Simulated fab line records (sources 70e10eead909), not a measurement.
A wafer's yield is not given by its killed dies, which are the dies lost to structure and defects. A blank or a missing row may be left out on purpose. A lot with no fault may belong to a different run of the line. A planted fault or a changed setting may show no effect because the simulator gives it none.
Problem report in the 8D (eight disciplines) form, filled by code    flow nand harc    the parts of the form that need people (team, actions taken, sign-off) are left out

== 1. WHAT IS WRONG ==
At NHARC_P_CONTACT_ETCH_35, oes product au averages 0.867 a.u. over 2 wafers from 2 lots, while fault-free wafers read 1.004 a.u., standard deviation 0.0095. Measured from the usual mean, that is -14 standard deviations.
The step: etches the open film in CF4, target depth 39 nm, time 65 s.
First observed at day 9 16:13: wafer L452.5, on rie diel-10. The record holds 36 wafers of 12 lots with a number at this step. By rule, "out" or "out of limits" means more than 4 standard deviations away from the usual mean. The other wafers with a number count as sound.

== 2. WHAT THIS IS AND IS NOT ==
question                     is                is not
which readings at this step  oes product au    drypump motor current A, mfc ar sccm, rf vpp V, showerhead plenum p Torr, throttle valve pct
which lots                   L452, L454        L434, L435, L436, L438, L439, L443, L444, L445, L448, L457
which wafers of those lots   L452.5, L454.2    L452.1, L452.4, L454.1, L454.3
read on which tools          rie diel-10       rie diel-02, rie diel-08
when                         from day 9 16:13  up to then (29 sound wafers); but 5 sound wafers of L454, L457 came after

== 3. WHAT RULES OUT EACH SUSPECT ==
Counting: a tool at a process step up to the reading stays a suspect if it ran every lot that is out. Sound lots after the first of them don't rule it out here, since some wafers of a struck lot are sound.
- rie diel-10 at NHARC_P_CONTACT_ETCH_35 (etches the open film in CF4, target depth 39 nm, time 65 s): kept. Ran every lot that is out, first one L452 (day 9 16:13); last sound lot up to then L448 (day 9 05:51). On those wafers its own readings are out: oes product au.
- rie diel-10, NHARC_P_CONTACT_ETCH_35: wafers that are out in chamber 1, sound lot-mates in chambers 0, 3.
Left after counting: rie diel-10 at NHARC_P_CONTACT_ETCH_35.

== 4. THE CAUSE (what the simulator had put in) ==
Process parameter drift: rie diel-10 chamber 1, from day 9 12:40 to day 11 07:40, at NHARC_P_CONTACT_ETCH_35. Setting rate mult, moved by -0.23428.
The count eliminated every tool but this one.

== 5. THE EFFECT CHAIN, in route order ==
One row per reading whose mean, taken over the struck wafers that have a number, lies over 3 standard deviations from the usual. Scope: only readings with a usual standard deviation given in the record; hours: median across lots of the time from each lot's start at the first step in this table that gives one to its start at this step; sigmas: change in usual standard deviations.
hours  step                     reading         usual       on struck wafers  change  sigmas
0      NHARC_P_CONTACT_ETCH_35  oes product au  1.004 a.u.  0.867             -0.137  -14
Here are the process steps it includes:
- NHARC_P_CONTACT_ETCH_35: etches the open film in CF4, target depth 39 nm, time 65 s.
Later steps that measure or inspect, where all struck wafers having a row at the step show a number for every such reading and not one has moved that far: NHARC_END_SORT_01.

== 6. WHAT WOULD HAVE CAUGHT IT SOONER ==
In this record the first reading out of limits was taken at day 9 16:13, 4 hours after the fault began at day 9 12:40.
